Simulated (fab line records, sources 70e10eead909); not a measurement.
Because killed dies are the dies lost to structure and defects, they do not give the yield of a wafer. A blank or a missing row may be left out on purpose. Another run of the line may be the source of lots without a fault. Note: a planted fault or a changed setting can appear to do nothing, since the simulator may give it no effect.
Comparing a struck lot with a sound one / flow nand_harc / 15 out of 1302 route steps
Sound: the wafers L638.1, L638.4, L638.5. Struck: wafer L646.3. (L646.4, L646.6 of the same lot were not struck and are left out.) The cause comes at the end.
Each step with rows lists, per side, the tool, then ch with its chambers, then its first start. Under that, the readings that differ: sound wafers / struck wafers / difference of the means / sigmas: that difference in standard deviations of wafers without a fault.
alike: readings with means less than 2 such deviations apart, plus words and numbers identical on both sides. not compared: withheld readings, readings lacking a value on some wafer, bounds such as >300 that could conceal the same value, and numbers that have no deviation in the record and whose values overlap.
The two part at a step that has a row with sigmas, a row that says differs or no value, or rows on one side only. When numbers do not overlap yet have no deviation, they are printed without sigmas and do not part them. A reading that every wafer of one side lacks parts them only if that side has two wafers or more.

first, 8 steps without rows for these wafers: NHARC_A_CONTACT_COAT_34 (time 75 s); NHARC_A_CONTACT_COAT_35 (time 65 s); NHARC_A_CONTACT_COAT_36 (resist thk 90 nm); NHARC_A_CONTACT_SOFTBAKE_37 (time 55 s); NHARC_A_CONTACT_EBR_38; NHARC_A_CONTACT_EXPOSE_39 (exposes mask A CC 3); NHARC_A_CONTACT_PEB_40 (peb time 65 s); NHARC_A_CONTACT_DEVELOP_41 (develop time 35 s).
NHARC_A_CONTACT_CD_MEAS_42: target cd 300 nm.
  sound on cd_sem-01 ch 0, day 24 17:25; struck on cd_sem-01 ch 0, day 27 21:36
  alike: cd_nm
NHARC_A_CONTACT_OVL_MEAS_43:
  sound on overlay-01, day 24 17:30; struck on overlay-01, day 27 21:41
reading=overlay_y_nm (nm); sound=1.2 1.7 0.6; struck=-1.3; difference=-2.5; sigmas=-3
  alike: overlay_x_nm
NHARC_A_CONTACT_INSPECT_44:
  sound on defect_inspect-02, day 24 17:32; struck on defect_inspect-01, day 27 21:43
  alike: raw_defect_count
NHARC_A_CONTACT_DESCUM_47: chemistry O2, time 3 s.
  sound on rie_diel-01 ch 0,2,3, day 24 17:36; struck on rie_diel-02 ch 3, day 27 21:47
  alike: drypump_motor_current_A, oes_product_au, rf_vpp_V, showerhead_plenum_p_Torr, throttle_valve_pct
  not compared: rf_hours_counter_h
NHARC_A_CONTACT_ETCH_48: etches the open film in CF4, target depth 39 nm, time 65 s.
  sound on rie_diel-01 ch 0,1,2, day 24 17:41; struck on rie_diel-02 ch 3, day 27 21:52
reading=oes_product_au (a.u.); sound=0.997 0.997 0.989; struck=1.020; difference=+0.026; sigmas=+2
reading=run_length_s (s); sound=86.1 87.3 86.2; struck=134.2; difference=+47.7; sigmas=+81
  alike: drypump_motor_current_A, rf_vpp_V, showerhead_plenum_p_Torr, throttle_valve_pct
  not compared: rf_hours_counter_h
NHARC_A_CONTACT_ETCH_49: etches the open film in N2/H2, target depth 260 nm, time 475.3 s.
  sound on rie_diel-01 ch 2,3; struck on rie_diel-02 ch 2
reading=rf_vpp_V (V); sound=429.6 430.3 427.2; struck=435.6; difference=+6.6; sigmas=+3
reading=run_length_s (s); sound=497.0 496.5 496.8; struck=495.5; difference=-1.3; sigmas=-2
reading=showerhead_plenum_p_Torr (Torr); sound=1.98 2.06 1.98; struck=2.21; difference=+0.20; sigmas=+2
  alike: drypump_motor_current_A, h2_flow_sccm, n2_flow_sccm, oes_product_au, throttle_valve_pct
  not compared: rf_hours_counter_h
NHARC_END_SORT_01:
  the record has rows for the sound wafers here (prober-01 ch 0, day 27 16:04) and none for the struck ones

WHERE THEY PART
At NHARC_A_CONTACT_OVL_MEAS_43 first; at NHARC_END_SORT_01 last (within this record only).

WHY: whatever the simulator had introduced
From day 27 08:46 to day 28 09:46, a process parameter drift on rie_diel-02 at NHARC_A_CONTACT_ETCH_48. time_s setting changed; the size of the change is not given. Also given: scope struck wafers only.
